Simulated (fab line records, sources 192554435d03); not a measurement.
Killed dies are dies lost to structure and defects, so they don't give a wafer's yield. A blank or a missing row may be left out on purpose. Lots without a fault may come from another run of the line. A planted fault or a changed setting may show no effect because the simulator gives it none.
fab line records | flow n5_finfet
record lots=11 wafers=28 last_day=18
route steps=1938 shown BEOL_M7@1276 PASSIVATION@1936
lots that met no fault: from a run of the same line without faults
start_h: hours from the record's first day to the start of the lot's first wafer shown | wait_h: hours since the lot's step before | " the same as in the row above | L1.1+2: a row that stands for several wafers | - no value, or no start given | * or withheld: withheld | < > ~ a bound
route shown NAME@n: a module of which the file shows steps, and the number in the route of the first | usual: mean/standard deviation of fault-free wafers | same: alike in all rows | chamber/n: place in a boat | sites: the reading at each site | _std_site: their standard deviation | _edge_site: outer sites' mean less inner sites' | radius_mm: how far each site lies from the wafer's centre | mask NAME#n: copy n | behind: the tool/chamber that last shaped the wafer | hold: why the lot was held/for how many hours/how that ended | device: the transistor (n, p or np) that didn't switch | end of line: the same wafers' tests at the end of the route | a step without rows: its recipe alone | killed: dies lost to structure and defects at the first sort, not the wafer's yield | map: a wafer's dies, x killed, . not, _ none there
set.NAME: the setting as run; set.NAME@STEP: as run at that earlier step | model.NAME: the simulator's own value behind a step, which no gauge read
steps of the route over a sample of lots; a table a step, a row a wafer
services: from which hour (start_h, from the record's first day; less than 0 if before it) a tool's chamber was out of use, for how many hours, and why
## steps
# step N5_BEOL_M7_CD_MEAS_11
# recipe target_cd_nm=38.5 landing_energy_ev=500 detector=se_inlens polarity=opening
# usual cd_nm=38.7/0.65
# columns lot.wafer tool chamber start_h wait_h cd_nm
L169.1 cd_sem-01 0 181.42 - 37.7
L169.2 " 0 " " 38.3
L169.3 " 0 " " 39.6
L170.1 cd_sem-02 0 190.25 - 38.5
L170.4 " 0 " " 39.7
L170.6 " 0 " " 39.2
L171.3 cd_sem-03 0 207.91 - 39.6
L171.4 " 0 " " 38.4
L171.5 " 0 " " 38.5
L175.2 cd_sem-01 0 233.30 - 38.2
L175.5 " 0 " " 39.2
L177.1 cd_sem-02 0 241.48 - 37.4
L177.6 " 0 " " 37.4
L180.1 cd_sem-02 0 260.40 - 37.8
L180.2 " 0 " " 39.6
L183.3 cd_sem-03 0 288.48 - 38.7
L183.4 " 0 " " 39.5
L183.5 " 0 " " 38.5
L185.2 cd_sem-02 0 300.64 - 39.4
L185.3 " 0 " " 37.8
L186.1 cd_sem-02 0 309.25 - 38.6
L186.5 " 0 " " 38.9
L186.6 " 0 " " 39.9
L189.2 cd_sem-03 0 317.99 - 38.2
L189.5 " 0 " " 38.5
L192.2 cd_sem-02 0 355.34 - 38.6
L192.5 " 0 " " 38.0
L192.6 " 0 " " 38.4
# step N5_BEOL_M7_STRIP_67
# recipe chemistry=CF4 resist=SiARC power_w=300 bias_power_w=75 pressure_mtorr=50 cf4_flow_sccm=150 rf_frequency_hz=6e+07
# usual drypump_motor_current_A=5.9/0.32 oes_product_au=0.81/0.085 rf_vpp_V=270.7/1.8 showerhead_plenum_p_Torr=1.78/0.07 throttle_valve_pct=13.52/0.23
# columns lot.wafer tool chamber start_h wait_h drypump_motor_current_A oes_product_au rf_hours_counter_h rf_vpp_V showerhead_plenum_p_Torr throttle_valve_pct
L169.1 rie_diel-03 1 181.94 0.0 5.6 0.74 190 269.8 1.73 13.90
L169.2 " 0 " " 5.8 0.87 34 272.1 1.85 13.69
L169.3 " 3 " " 5.5 0.70 236 269.3 1.69 13.52
L170.1 rie_diel-06 1 190.58 0.0 6.2 0.88 29 268.9 1.75 13.49
L170.4 " 0 " " 5.4 0.70 232 268.5 1.71 13.80
L170.6 " 3 " " 6.0 0.78 - 270.1 1.74 13.63
L171.3 rie_diel-06 3 208.23 0.0 6.0 0.77 132 270.1 1.74 13.67
L171.4 " 1 " " 6.2 0.88 34 270.5 1.75 13.51
L171.5 " 2 " " 5.9 0.68 - 274.3 1.84 13.78
L175.2 rie_diel-03 1 233.70 0.0 5.6 0.72 205 269.9 1.72 13.94
L175.5 " 1 " " 5.6 0.72 - 271.2 1.72 13.93
L177.1 rie_diel-03 0 242.04 0.0 5.8 0.84 58 271.0 1.85 13.73
L177.6 " 2 " " 6.6 0.93 - 270.4 1.77 13.13
L180.1 rie_diel-04 3 260.72 0.0 5.7 0.77 144 268.4 1.66 13.35
L180.2 " 2 " " 6.1 0.91 17 272.2 1.81 13.33
L183.3 rie_diel-06 1 288.83 0.0 6.2 0.84 62 270.3 1.74 13.59
L183.4 " 3 " " 6.0 0.74 162 270.6 1.73 13.74
L183.5 " 2 " " 5.9 0.89 - 271.1 1.83 13.28
L185.2 rie_diel-03 0 300.97 0.0 5.9 0.82 72 270.7 1.84 13.78
L185.3 " 3 " " 5.5 0.91 15 273.6 1.89 12.99
L186.1 rie_diel-04 2 309.58 0.0 6.0 0.89 30 271.2 1.81 13.35
L186.5 " 2 " " 6.0 0.89 - 271.5 1.81 13.36
L186.6 " 3 " " 5.6 0.75 - 267.6 1.66 13.39
L189.2 rie_diel-06 2 318.31 0.0 5.9 0.87 29 271.8 1.83 13.27
L189.5 " 0 " " 5.5 0.91 - 273.7 1.91 13.29
L192.2 rie_diel-04 0 355.98 0.0 5.4 0.71 210 269.4 1.71 13.58
L192.5 " 0 " " 5.4 0.72 - 269.9 1.71 13.57
L192.6 " 3 " " 5.6 0.75 - 269.4 1.65 13.42
# step N5_BEOL_M7_HM_OPEN_17
# recipe chemistry=Cl2/BCl3 target_depth_a=200 overetch_a=60 target=TiN mask_material=SOC ion_energy_ev=150 pressure_mtorr=10 icp_w=1000 bias_w=126 Cl2_flow_sccm=53.25 bcl3_flow_sccm=21.75 Ar_flow_sccm=25
# usual drypump_motor_current_A=5.7/0.35 oes_product_au=0.68/0.068 throttle_valve_pct=22.02/0.24
# columns lot.wafer tool chamber start_h wait_h drypump_motor_current_A oes_product_au rf_hours_counter_h throttle_valve_pct
L169.1 rie_metal-03 0 181.98 0.0 5.6 0.67 42 21.84
L169.2 " 1 " " 5.9 0.68 40 22.17
L169.3 " 1 " " 6.0 0.67 - 22.19
L170.1 rie_metal-01 0 190.62 0.0 5.2 0.77 10 22.27
L170.4 " 0 " " 5.2 0.77 - 22.27
L170.6 " 0 " " 5.2 0.78 - 22.28
L171.3 rie_metal-01 1 208.31 0.1 5.5 0.84 - 22.20
L171.4 " 0 " " 5.1 0.76 - 22.27
L171.5 " 1 " " 5.5 0.85 - 22.20
L175.2 rie_metal-01 0 233.75 0.0 5.1 0.75 14 22.26
L175.5 " 1 " " 5.5 0.82 - 22.19
L177.1 rie_metal-01 1 242.09 0.0 5.5 0.81 4 22.22
L177.6 " 0 " " 5.2 0.75 - 22.30
L180.1 rie_metal-03 0 260.76 0.0 5.6 0.65 49 21.88
L180.2 " 1 " " 5.9 0.65 47 22.21
L183.3 rie_metal-03 0 288.90 0.1 5.6 0.64 - 21.87
L183.4 " 1 " " 5.9 0.65 - 22.20
L183.5 " 1 " " 5.9 0.65 - 22.21
L185.2 rie_metal-02 1 301.01 0.0 6.3 0.63 51 21.60
L185.3 " 0 " " 5.6 0.62 - 21.90
L186.1 rie_metal-03 1 309.62 0.0 5.9 0.65 51 22.23
L186.5 " 1 " " 5.9 0.65 - 22.22
L186.6 " 0 " " 5.6 0.64 - 21.88
L189.2 rie_metal-02 1 318.35 0.0 6.3 0.63 51 21.61
L189.5 " 1 " " 6.3 0.64 - 21.61
L192.2 rie_metal-02 0 356.02 0.0 5.6 0.62 62 21.90
L192.5 " 1 " " 6.3 0.63 - 21.58
L192.6 " 0 " " 5.6 0.62 - 21.91
# step N5_BEOL_M7_INSPECT_30
# recipe mode=adi inspect_instrument=brightfield
# usual raw_defect_count=413/84
# columns lot.wafer tool chamber start_h wait_h raw_defect_count
L169.1 defect_inspect-02 - 185.72 0.1 431
L169.2 " - " " 318
L169.3 " - " " 387
L170.1 defect_inspect-02 - 192.40 0.1 430
L170.4 " - " " 409
L170.6 " - " " 322
L171.3 defect_inspect-01 - 209.00 0.0 476
L171.4 " - " " 345
L171.5 " - " " 524
L175.2 defect_inspect-01 - 235.55 0.0 347
L175.5 " - " " 276
L177.1 defect_inspect-01 - 244.83 0.1 322
L177.6 " - " " 321
L180.1 defect_inspect-01 - 263.27 0.1 418
L180.2 " - " " 350
L183.3 defect_inspect-02 - 291.14 0.0 736
L183.4 " - " " 845
L183.5 " - " " 836
L185.2 defect_inspect-01 - 306.12 0.0 307
L185.3 " - " " 380
L186.1 defect_inspect-01 - 310.83 0.1 767
L186.5 " - " " 780
L186.6 " - " " 806
L189.2 defect_inspect-01 - 320.18 0.0 452
L189.5 " - " " 319
L192.2 defect_inspect-01 - 358.31 0.0 447
L192.5 " - " " 325
L192.6 " - " " 335
# step N5_BEOL_M7_ETCH_65
# recipe chemistry=CF4 target=SiARC target_depth_a=156 mask_material=CAR-EUV time_s=26 ion_energy_ev=80 pressure_mtorr=40 source_w=545 bias_w=36 Ar_flow_sccm=100 cf4_flow_sccm=100 ends=cleared
# usual drypump_motor_current_A=5.8/0.34 etch_rf_on_time_s=25.7/0.79 oes_product_au=0.70/0.074 rf_vpp_V=183.6/1.4 showerhead_plenum_p_Torr=2.12/0.088 throttle_valve_pct=15.54/0.27
# columns lot.wafer tool chamber start_h wait_h drypump_motor_current_A etch_rf_on_time_s oes_product_au rf_hours_counter_h rf_vpp_V showerhead_plenum_p_Torr throttle_valve_pct
L169.1 rie_diel-06 1 186.00 0.0 6.2 25.6 0.77 28 183.2 2.10 15.61
L169.2 " 0 " " 5.4 25.8 0.60 231 181.6 2.04 15.80
L169.3 " 3 " " 6.0 25.7 0.66 127 183.0 2.08 15.73
L170.1 rie_diel-03 1 192.82 0.0 5.6 25.0 0.64 194 183.9 2.05 15.91
L170.4 " 3 " " 5.5 26.1 0.59 - 182.4 2.03 15.54
L170.6 " 0 " " 5.8 24.6 0.77 - 183.4 2.19 15.72
L171.3 rie_diel-03 1 209.09 0.0 5.6 25.1 0.63 200 183.9 2.05 15.93
L171.4 " 3 " " 5.5 26.5 0.58 246 181.0 2.03 15.56
L171.5 " 0 " " 5.9 24.7 0.75 - 184.3 2.19 15.72
L175.2 rie_diel-04 2 235.64 0.0 6.1 26.2 0.79 8 186.5 2.20 15.47
L175.5 " 0 " " 5.4 25.9 0.63 - 181.7 2.05 15.50
L177.1 rie_diel-04 3 244.92 0.0 5.6 25.7 0.66 138 182.8 1.99 15.39
L177.6 " 0 " " 5.4 26.3 0.63 - 182.2 2.04 15.49
L180.1 rie_diel-03 0 263.39 0.0 5.8 24.3 0.74 64 182.7 2.18 15.76
L180.2 " 2 " " 6.5 25.3 0.79 20 183.9 2.11 15.18
L183.3 rie_diel-06 3 291.22 0.0 6.0 25.5 0.65 163 182.9 2.07 15.81
L183.4 " 2 " " 5.9 26.1 0.76 22 186.1 2.18 15.30
L183.5 " 1 " " 6.2 25.2 0.73 - 183.9 2.09 15.68
L185.2 rie_diel-03 2 306.21 0.0 6.5 25.7 0.77 33 183.6 2.10 15.20
L185.3 " 1 " " 5.6 25.5 0.61 228 181.5 2.04 15.98
L186.1 rie_diel-03 0 310.91 0.0 5.8 24.6 0.72 75 184.4 2.17 15.78
L186.5 " 0 " " 5.9 24.6 0.72 - 183.8 2.17 15.81
L186.6 " 3 " " 5.5 25.8 0.77 - 184.5 2.28 15.10
L189.2 rie_diel-04 2 320.41 0.0 6.0 26.4 0.75 32 183.6 2.19 15.50
L189.5 " 0 " " 5.4 25.8 0.62 - 183.0 2.04 15.51
L192.2 rie_diel-03 1 358.69 0.0 5.6 25.0 0.60 246 182.1 2.03 16.02
L192.5 " 2 " " 6.5 25.2 0.75 - 183.4 2.10 15.23
L192.6 " 1 " " 5.5 24.9 0.61 - 183.3 2.03 16.02
# step N5_PASSIVATION_PROBE_49
# usual defect_limited_yield=90.9/1.6 killed_at_M0_to_M3=34/10 killed_at_M4_up=13/5.4 killed_at_contacts=13/6 killed_at_front_end=42/13 killed_at_other=4/3.2 killed_dies=107/18 killed_on_rim=14/4.2 killed_open=69/14 killed_short=35/7.7 sort_bin_4_leakage=0.02/0.17 sort_bin_5_function=5.3/1 sort_bin_6_memory=3.3/0.75 sort_n_pass=1073/19 sort_yield_pct=90.9/1.6
# same gross_dies=1180 killed_at_back_side=0 sort_bin_8_speed[%]=0
# columns lot.wafer tool chamber start_h wait_h defect_limited_yield[%] killed_at_M0_to_M3 killed_at_M4_up killed_at_contacts killed_at_front_end killed_at_other killed_dies killed_on_rim killed_open killed_short sort_bin_4_leakage[%] sort_bin_5_function[%] sort_bin_6_memory[%] sort_n_pass sort_yield_pct[%]
L169.1 prober-02 - 265.70 0.0 92.1 25 26 9 33 0 93 13 61 28 0 4.9 2.8 1087 92.1
L169.2 prober-02 - 265.75 0.1 92.0 23 10 17 43 1 94 11 54 39 0 4.1 3.2 1086 92.0
L169.3 prober-02 - 265.80 0.1 91.2 29 18 25 30 2 104 16 67 33 0 5.5 3.0 1076 91.2
L170.1 prober-02 - 266.84 0.0 90.1 37 10 22 48 0 117 16 70 42 0 5.6 3.3 1063 90.1
L170.4 prober-02 - 266.99 0.2 89.5 28 11 26 55 4 124 14 79 43 0 5.3 4.8 1056 89.5
L170.6 prober-02 - 267.09 0.3 91.6 17 9 18 54 1 99 14 66 24 0 4.7 3.1 1081 91.6
L183.3 prober-02 - 361.36 0.1 78.4 44 112 13 75 11 255 25 98 50 0 13.1 5.8 925 78.4
L183.4 prober-02 - 361.41 0.2 85.3 43 48 11 69 3 174 30 77 58 0 8.3 5.3 1006 85.3
L183.5 prober-02 - 361.46 0.2 84.2 55 46 13 71 2 187 36 92 59 0 9.4 5.3 993 84.2
L185.2 prober-02 - 374.71 0.1 88.3 48 10 11 55 14 138 12 90 47 0 7.6 3.7 1042 88.3
L185.3 prober-02 - 374.76 0.1 88.6 53 8 8 56 10 135 15 85 43 0 5.6 4.9 1045 88.6
L186.1 prober-01 - 388.60 0.0 87.8 35 48 15 44 2 144 33 68 38 0.08 7.0 3.8 1035 87.7
L186.5 prober-01 - 388.80 0.2 86.7 61 44 16 27 9 157 33 86 40 0 7.9 4.7 1023 86.7
L186.6 prober-01 - 388.85 0.3 81.3 56 121 7 34 3 221 19 68 39 0 12.6 3.9 959 81.3
L189.2 prober-01 - 394.95 0.1 91.5 25 14 15 45 1 100 11 58 40 0 5.6 2.7 1080 91.5
L189.5 prober-01 - 395.10 0.2 90.1 33 14 8 61 1 117 24 63 42 0 5.8 3.0 1063 90.1
# killed by level:class
L169.1 STI_FIN_REVEAL:geometric_particle:open=10 FIN_SAQP:geometric_particle:open=7 MOL_CONTACT_COAG:geometric_particle:open=7 BEOL_M4:geometric_particle:open=7 FIN_SAQP:geometric_particle:short=6 BEOL_M0_SAQP:geometric_particle:open=6 BEOL_M0_SAQP:geometric_particle:short=6 BEOL_M1:geometric_particle:open=6
L169.2 MOL_CONTACT_COAG:geometric_particle:open=12 FIN_SAQP:geometric_particle:short=11 STI_FIN_REVEAL:geometric_particle:open=8 FIN_SAQP:geometric_particle:open=7 MOL_CONTACT_COAG:geometric_particle:short=5 BEOL_M0_SAQP:geometric_particle:open=5 BEOL_M0_SAQP:geometric_particle:short=5 BEOL_M5:geometric_particle:open=4
L169.3 MOL_CONTACT_COAG:geometric_particle:open=21 BEOL_M0_SAQP:geometric_particle:short=9 STI_FIN_REVEAL:geometric_particle:open=7 BEOL_M4:geometric_particle:open=7 BEOL_M1:geometric_particle:open=7 FIN_SAQP:geometric_particle:open=5 FIN_SAQP:geometric_particle:short=5 MOL_CONTACT_COAG:geometric_particle:short=4
L170.1 MOL_CONTACT_COAG:geometric_particle:open=14 STI_FIN_REVEAL:geometric_particle:open=12 BEOL_M0_SAQP:geometric_particle:open=11 BEOL_M0_SAQP:geometric_particle:short=10 MOL_CONTACT_COAG:geometric_particle:short=8 FIN_SAQP:geometric_particle:open=7 FIN_SAQP:geometric_particle:short=6 GATE_CUT:geometric_particle:open=6
L170.4 MOL_CONTACT_COAG:geometric_particle:open=24 FIN_SAQP:geometric_particle:short=19 STI_FIN_REVEAL:geometric_particle:open=18 BEOL_M0_SAQP:geometric_particle:open=13 BEOL_M0_SAQP:geometric_particle:short=8 GATE_CUT:geometric_particle:short=5 BEOL_M6:geometric_particle:open=4 FIN_SAQP:geometric_particle:open=3
L170.6 FIN_SAQP:geometric_particle:open=17 MOL_CONTACT_COAG:geometric_particle:open=16 STI_FIN_REVEAL:geometric_particle:open=13 BEOL_M4:geometric_particle:open=5 FIN_SAQP:geometric_particle:short=4 GATE_CUT:geometric_particle:short=4 BEOL_M0_SAQP:geometric_particle:open=4 BEOL_M0_SAQP:geometric_particle:short=4
L183.3 BEOL_M7:unspecified=101 STI_FIN_REVEAL:geometric_particle:open=17 BEOL_M1:geometric_particle:open=15 DUMMY_GATE:geometric_particle:open=13 MOL_CONTACT_COAG:geometric_particle:open=11 BEOL_M0_SAQP:geometric_particle:open=10 BEOL_M0_SAQP:geometric_particle:short=9 FIN_SAQP:geometric_particle:open=6
L183.4 BEOL_M7:unspecified=37 FIN_SAQP:geometric_particle:short=18 STI_FIN_REVEAL:geometric_particle:open=12 FIN_SAQP:geometric_particle:open=9 GATE_CUT:geometric_particle:short=9 BEOL_M0_SAQP:geometric_particle:open=9 BEOL_M1:geometric_particle:open=9 DUMMY_GATE:geometric_particle:open=8
L183.5 BEOL_M7:unspecified=35 STI_FIN_REVEAL:geometric_particle:open=26 BEOL_M0_SAQP:geometric_particle:short=14 FIN_SAQP:geometric_particle:short=13 BEOL_M0_SAQP:geometric_particle:open=13 BEOL_M1:geometric_particle:open=13 MOL_CONTACT_COAG:geometric_particle:open=12 STI_FIN_REVEAL:geometric_particle:short=7
L185.2 FIN_SAQP:geometric_particle:open=22 BEOL_M0_SAQP:geometric_particle:open=13 BEOL_M0_SAQP:geometric_particle:short=11 BEOL_M3:geometric_particle:open=10 STI_FIN_REVEAL:geometric_particle:open=8 MOL_CONTACT_COAG:geometric_particle:open=8 GATE_CUT:geometric_particle:short=6 GATE_CUT:geometric_particle:open=5
L185.3 STI_FIN_REVEAL:geometric_particle:open=18 BEOL_M0_SAQP:geometric_particle:short=17 BEOL_M0_SAQP:geometric_particle:open=11 STI_FIN_REVEAL:geometric_particle:short=9 DUMMY_GATE:geometric_particle:open=9 BEOL_M3:geometric_particle:open=9 MOL_CONTACT_COAG:geometric_particle:open=7 HKMG_FIN:area_etch=6
L186.1 BEOL_M7:unspecified=32 MOL_CONTACT_COAG:geometric_particle:open=13 BEOL_M0_SAQP:geometric_particle:short=12 FIN_SAQP:geometric_particle:open=11 BEOL_M4:geometric_particle:open=9 FIN_SAQP:geometric_particle:short=8 DUMMY_GATE:geometric_particle:open=5 STARTING-WAFER:geometric_particle:short=5
L186.5 BEOL_M7:unspecified=30 BEOL_M0_SAQP:geometric_particle:open=21 BEOL_M0_SAQP:geometric_particle:short=20 MOL_CONTACT_COAG:geometric_particle:open=13 BEOL_M4:geometric_particle:open=11 BEOL_M1:geometric_particle:open=9 STI_FIN_REVEAL:geometric_particle:open=6 BEOL_M2:geometric_particle:open=5
L186.6 BEOL_M7:unspecified=112 BEOL_M0_SAQP:geometric_particle:open=22 BEOL_M0_SAQP:geometric_particle:short=13 FIN_SAQP:geometric_particle:open=7 MOL_CONTACT_COAG:geometric_particle:open=7 BEOL_M3:geometric_particle:open=7 GATE_CUT:geometric_particle:short=6 BEOL_M4:geometric_particle:open=6
L189.2 FIN_SAQP:geometric_particle:open=13 FIN_SAQP:geometric_particle:short=13 MOL_CONTACT_COAG:geometric_particle:open=11 BEOL_M0:geometric_particle:open=7 BEOL_M3:geometric_particle:open=7 MOL_CONTACT_COAG:geometric_particle:short=4 BEOL_M0_SAQP:geometric_particle:short=3 BEOL_M3:geometric_particle:short=3
L189.5 FIN_SAQP:geometric_particle:open=12 FIN_SAQP:geometric_particle:short=11 DUMMY_GATE:geometric_particle:open=8 BEOL_M0_SAQP:geometric_particle:short=8 STARTING-WAFER:geometric_particle:open=7 HKMG_FIN:area_etch=7 MOL_CONTACT_COAG:geometric_particle:open=6 BEOL_M0_SAQP:geometric_particle:open=6
## services
# columns tool chamber start_h hours kind
rie_metal-01 - 167.32 2.4 repair
rie_diel-03 2 175.53 - clean
rie_diel-03 2 175.53 - consumable_replace:focus_ring
rie_diel-03 2 175.53 31.8 scheduled_down
rie_diel-03 2 175.53 31.8 vent_cycle
rie_diel-06 2 178.37 10.6 repair
rie_diel-06 - 201.59 2.8 pm
rie_diel-04 0 209.83 5.8 repair
rie_diel-06 2 213.54 - clean
rie_diel-06 2 213.54 - consumable_replace:focus_ring
rie_diel-06 2 213.54 13.1 scheduled_down
rie_diel-03 3 233.72 - clean
rie_diel-03 3 233.72 - consumable_replace:focus_ring
rie_diel-03 3 233.72 - consumable_replace:showerhead
rie_diel-03 3 233.72 11.9 scheduled_down
rie_diel-03 3 233.72 11.9 vent_cycle
rie_diel-04 0 250.43 17.9 repair
rie_diel-03 - 267.61 2.8 pm
rie_metal-01 - 272.73 0.1 repair
rie_diel-03 3 285.89 4.9 repair
rie_metal-02 - 307.13 0.8 repair
rie_diel-06 - 318.79 1.1 repair
rie_diel-04 0 341.79 8.0 repair
rie_metal-03 1 354.96 15.2 repair
## key
first_sign step=N5_BEOL_M7_INSPECT_30 reading=raw_defect_count direction=up sigmas=4.6 usual=413 struck=795
effect step=N5_PASSIVATION_PROBE_49 reading=killed_at_M4_up direction=up sigmas=10 usual=13 struck=70
more_kills_born_at N5_BEOL_M7_HM_OPEN_17@rie_metal-03=347
met_at N5_BEOL_M7_HM_OPEN_17
struck_lots L183,L186
not_acting_at N5_BEOL_M7_CD_MEAS_11,N5_BEOL_M7_STRIP_67,N5_BEOL_M7_ETCH_65
onset_between 260.76 288.90
fault kind=chamber_particle_source tool=rie_metal-03 chamber=- onset_h=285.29 steps=N5_BEOL_M7_HM_OPEN_17 rate_per_visit_cm2=0.61983 end_h=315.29
